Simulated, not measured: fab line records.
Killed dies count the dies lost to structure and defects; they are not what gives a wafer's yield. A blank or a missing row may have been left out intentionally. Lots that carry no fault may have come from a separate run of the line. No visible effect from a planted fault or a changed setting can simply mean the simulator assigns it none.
Split-lot study	flow n5-finfet	21 wafers read across 7 lots, on a route 1938 steps long

## THE SPLIT ITSELF
At N5_FIN_SAQP_ETCH_34 (etches SiO2 in C4F6/O2, target depth 45 nm, time 15 s), the setting source-w was moved away from the recipe's 345 W on 6 of the 21 wafers read, by -13.8% to +13.2%. The other wafers ran this setting at the recipe's value.

The reading comes from the split's own step.

## THE READING
rf-vpp-V, in V, at N5_FIN_SAQP_ETCH_34 (etches SiO2 in C4F6/O2, target depth 45 nm, time 15 s). A value of 671 V with a standard deviation of 11 V is what fault-free wafers of this fab line usually give.

wafer	tool, chamber at the split	source-w as run, W	against the recipe	rf-vpp-V, V	against lot-mates on the recipe
L079.1	rie-diel-05, 1	297.3	-13.8%	723	+54
L079.2	rie-diel-05, 0	297.3	-13.8%	742	+73
L079.5	rie-diel-05, 1	345	recipe	669	-
L080.1	rie-diel-02, 2	345	recipe	683	-
L080.3	rie-diel-02, 3	345	recipe	685	-
L080.5	rie-diel-02, 0	318.3	-7.7%	698	+14
L084.2	rie-diel-02, 3	345	recipe	686	-
L084.3	rie-diel-02, 2	345	recipe	684	-
L084.4	rie-diel-02, 0	345	recipe	669	-
L088.1	rie-diel-05, 1	345	recipe	669	-
L088.3	rie-diel-05, 0	345	recipe	689	-
L088.4	rie-diel-05, 3	345	recipe	670	-
L089.2	rie-diel-04, 2	345	recipe	653	-
L089.3	rie-diel-04, 3	345	recipe	667	-
L089.6	rie-diel-04, 0	345	recipe	645	-
L091.3	rie-diel-05, 2	390.7	+13.2%	630	-56
L091.4	rie-diel-05, 1	390.7	+13.2%	629	-57
L091.6	rie-diel-05, 0	345	recipe	686	-
L096.1	rie-diel-05, 1	345	recipe	669	-
L096.3	rie-diel-05, 3	345	recipe	669	-
L096.4	rie-diel-05, 2	316.9	-8.1%	701	+32

FIT RESULTS
A straight line over all 21 wafers: rf-vpp-V changes by -3.73 V for each +1% of source-w; r = -0.90; the points scatter about the line by 12 V.
The same after taking each lot's own level away (the mean of its wafers on the recipe; 21 wafers): -4.23 V for each +1%; r = -0.96; scatter 8.1 V.
On that fit, the largest move of source-w shifts the reading by 58 V.
The span of the lots' own levels, 655.0 to 686.0 V, comes to 2.8 times the standard deviation stated above.
So the slope is not independent of the lot-to-lot level: the two fits are not the same.
Check: with one of the wafers moved furthest among these (-13.8%) left out of the fit, the line predicts +59.1 V for it against its lot-mates. It came out at +54 V against them.
Tool readings at the split's step, against how far the setting was moved: rf-vpp-V r = -0.90.

## THE OTHER SPLITS THESE WAFERS WENT THROUGH
Note: prior to the reading, these wafers also went through further splits. Each is held against what the fit with the lots' levels taken away leaves over:
other split on the same wafers	wafers away from the commonest value	r with rf-vpp-V (lot level and that fit taken away)
N5_WELL_APT_COAT_02 spin-rpm	7	+0.12
N5_WELL_APT_COAT_19 spin-rpm	9	+0.08
N5_WELL_APT_PEB_23 peb-temp-c	10	-0.17

## THE FILE'S OWN FIT
rf-vpp-V changes by -4.07 V for each +1% of source-w, r = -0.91.
